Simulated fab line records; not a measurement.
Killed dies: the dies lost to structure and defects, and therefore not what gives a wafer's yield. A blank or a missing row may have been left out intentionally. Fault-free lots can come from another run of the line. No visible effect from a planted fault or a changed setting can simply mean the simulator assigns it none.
Lot-split experiment / flow n5Finfet / 21 wafers read across 7 lots, on a route 1938 steps long

== THE SPLIT ITSELF ==
At N5_BEOL_M5_COAT_66 (time 60 s, resist thk 12 nm), the setting spinRpm was moved away from the recipe's 1500 rpm on 8 of the 21 wafers read, by -5.8% to +8.5%. This setting was run at the recipe's value on the other wafers.

== FROM THE SPLIT TO THE READING: what the file shows between them, 6 steps ==
- N5_BEOL_M5_COAT_22: resist thk 30 nm (also split here: spinRpm)
- N5_BEOL_M5_EBR_24
- N5_BEOL_M5_SOFTBAKE_23: time 60 s
- N5_BEOL_M5_DESCUM_33: chemistry O2, time 7 s
- N5_BEOL_M5_ETCH_75: etches underlayer in N2/H2, target depth 6.5 nm, time 5.2 s
- N5_BEOL_M5_ETCH_67: etches SiARC in CF4, target depth 15.6 nm, time 26 s

== THE READING ==
SiARC_of_BEOL_M5_COAT_66.thkNm (the simulator's own value, which no gauge read), in nm, at N5_BEOL_M5_ETCH_68 (etches SOC in N2/H2, target depth 80 nm, overetch 16 nm, time 120 s). The file does not state a usual value for it. Average 6.3 nm, standard deviation 0.092 nm, over the 13 wafers here run with the recipe.

wafer=L074.3; tool, chamber at the split=lithoTrack-02, 0; spinRpm as run, rpm=1567; against the recipe=+4.5%; SiARC_of_BEOL_M5_COAT_66.thkNm, nm=6; against lot-mates on the recipe=-0.3
wafer=L074.5; tool, chamber at the split=lithoTrack-02, 0; spinRpm as run, rpm=1500; against the recipe=recipe; SiARC_of_BEOL_M5_COAT_66.thkNm, nm=6.4; against lot-mates on the recipe=-
wafer=L074.6; tool, chamber at the split=lithoTrack-02, 0; spinRpm as run, rpm=1500; against the recipe=recipe; SiARC_of_BEOL_M5_COAT_66.thkNm, nm=6.2; against lot-mates on the recipe=-
wafer=L076.1; tool, chamber at the split=lithoTrack-05, 0; spinRpm as run, rpm=1500; against the recipe=recipe; SiARC_of_BEOL_M5_COAT_66.thkNm, nm=6.2; against lot-mates on the recipe=-
wafer=L076.4; tool, chamber at the split=lithoTrack-05, 0; spinRpm as run, rpm=1413; against the recipe=-5.8%; SiARC_of_BEOL_M5_COAT_66.thkNm, nm=6.8; against lot-mates on the recipe=+0.5
wafer=L076.6; tool, chamber at the split=lithoTrack-05, 0; spinRpm as run, rpm=1500; against the recipe=recipe; SiARC_of_BEOL_M5_COAT_66.thkNm, nm=6.4; against lot-mates on the recipe=-
wafer=L079.1; tool, chamber at the split=lithoTrack-05, 0; spinRpm as run, rpm=1500; against the recipe=recipe; SiARC_of_BEOL_M5_COAT_66.thkNm, nm=6.4; against lot-mates on the recipe=-
wafer=L079.2; tool, chamber at the split=lithoTrack-05, 0; spinRpm as run, rpm=1500; against the recipe=recipe; SiARC_of_BEOL_M5_COAT_66.thkNm, nm=6.4; against lot-mates on the recipe=-
wafer=L079.6; tool, chamber at the split=lithoTrack-05, 0; spinRpm as run, rpm=1500; against the recipe=recipe; SiARC_of_BEOL_M5_COAT_66.thkNm, nm=6.4; against lot-mates on the recipe=-
wafer=L082.4; tool, chamber at the split=lithoTrack-05, 0; spinRpm as run, rpm=1590; against the recipe=+6.0%; SiARC_of_BEOL_M5_COAT_66.thkNm, nm=6; against lot-mates on the recipe=-0.4
wafer=L082.6; tool, chamber at the split=lithoTrack-05, 0; spinRpm as run, rpm=1590; against the recipe=+6.0%; SiARC_of_BEOL_M5_COAT_66.thkNm, nm=6; against lot-mates on the recipe=-0.4
wafer=L082.5; tool, chamber at the split=lithoTrack-05, 0; spinRpm as run, rpm=1500; against the recipe=recipe; SiARC_of_BEOL_M5_COAT_66.thkNm, nm=6.4; against lot-mates on the recipe=-
wafer=L087.1; tool, chamber at the split=lithoTrack-02, 0; spinRpm as run, rpm=1500; against the recipe=recipe; SiARC_of_BEOL_M5_COAT_66.thkNm, nm=6.2; against lot-mates on the recipe=-
wafer=L087.2; tool, chamber at the split=lithoTrack-02, 0; spinRpm as run, rpm=1568; against the recipe=+4.5%; SiARC_of_BEOL_M5_COAT_66.thkNm, nm=6.2; against lot-mates on the recipe=+0.0
wafer=L087.4; tool, chamber at the split=lithoTrack-02, 0; spinRpm as run, rpm=1568; against the recipe=+4.5%; SiARC_of_BEOL_M5_COAT_66.thkNm, nm=6.2; against lot-mates on the recipe=+0.0
wafer=L085.4; tool, chamber at the split=lithoTrack-05, 0; spinRpm as run, rpm=1500; against the recipe=recipe; SiARC_of_BEOL_M5_COAT_66.thkNm, nm=6.4; against lot-mates on the recipe=-
wafer=L085.5; tool, chamber at the split=lithoTrack-05, 0; spinRpm as run, rpm=1627; against the recipe=+8.5%; SiARC_of_BEOL_M5_COAT_66.thkNm, nm=5.8; against lot-mates on the recipe=-0.6
wafer=L085.6; tool, chamber at the split=lithoTrack-05, 0; spinRpm as run, rpm=1627; against the recipe=+8.5%; SiARC_of_BEOL_M5_COAT_66.thkNm, nm=6; against lot-mates on the recipe=-0.4
wafer=L090.2; tool, chamber at the split=lithoTrack-02, 0; spinRpm as run, rpm=1500; against the recipe=recipe; SiARC_of_BEOL_M5_COAT_66.thkNm, nm=6.4; against lot-mates on the recipe=-
wafer=L090.6; tool, chamber at the split=lithoTrack-02, 0; spinRpm as run, rpm=1500; against the recipe=recipe; SiARC_of_BEOL_M5_COAT_66.thkNm, nm=6.4; against lot-mates on the recipe=-
wafer=L090.5; tool, chamber at the split=lithoTrack-02, 0; spinRpm as run, rpm=1500; against the recipe=recipe; SiARC_of_BEOL_M5_COAT_66.thkNm, nm=6.2; against lot-mates on the recipe=-

FIT RESULTS
A straight line over all 21 wafers: SiARC_of_BEOL_M5_COAT_66.thkNm changes by -0.0567 nm for each +1% of spinRpm; r = -0.90; the points scatter about the line by 0.098 nm.
The same after taking each lot's own level away (the mean of its wafers on the recipe; 21 wafers): -0.0598 nm for each +1%; r = -0.88; scatter 0.11 nm.
According to that fit, moving spinRpm by its largest amount changes the reading by 0.51 nm.
The lots' own levels span 6.20 to 6.40 nm, that is 2.2 times the standard deviation above.
The two slopes agree, so the slope changes little with the lot-to-lot level.
Check: with one of the wafers moved furthest among these (+8.5%) left out of the fit, the line predicts -0.441 nm for it against its lot-mates. It came out at -0.6 nm against them.

== OTHER SPLITS ON THESE WAFERS ==
These wafers also went through other splits before the reading. Each is held against what the fit with the lots' levels taken away leaves over:
other split on the same wafers=N5_BEOL_M4_DESCUM_16 timeS; wafers away from the commonest value=8; r with SiARC_of_BEOL_M5_COAT_66.thkNm (lot level and that fit taken away)=-0.01
other split on the same wafers=N5_BEOL_M5_COAT_22 spinRpm; wafers away from the commonest value=5; r with SiARC_of_BEOL_M5_COAT_66.thkNm (lot level and that fit taken away)=-0.14

== THE WHOLE CHAIN: every reading that the file lists as answering this split, in the file's order ==
step=N5_BEOL_M5_COAT_66; what it does=time 60 s, resist thk 12 nm; reading=SiARC_of_BEOL_M5_COAT_66.thkNm (the simulator's own value, which no gauge read); change (the file's fit)=-0.0644 nm for each +1% of the setting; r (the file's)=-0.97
step=N5_BEOL_M5_ETCH_67; what it does=etches SiARC in CF4, target depth 15.6 nm, time 26 s; reading=etch.depthNm (the simulator's own value, which no gauge read); change (the file's fit)=-0.0595 nm for each +1% of the setting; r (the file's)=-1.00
step=N5_BEOL_M5_ETCH_68; what it does=etches SOC in N2/H2, target depth 80 nm, overetch 16 nm, time 120 s; reading=SiARC_of_BEOL_M5_COAT_66.thkNm (the simulator's own value, which no gauge read); change (the file's fit)=-0.0598 nm for each +1% of the setting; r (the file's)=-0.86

== THE FILE'S OWN FIT ==
SiARC_of_BEOL_M5_COAT_66.thkNm changes by -0.0598 nm for each +1% of spinRpm, r = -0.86.
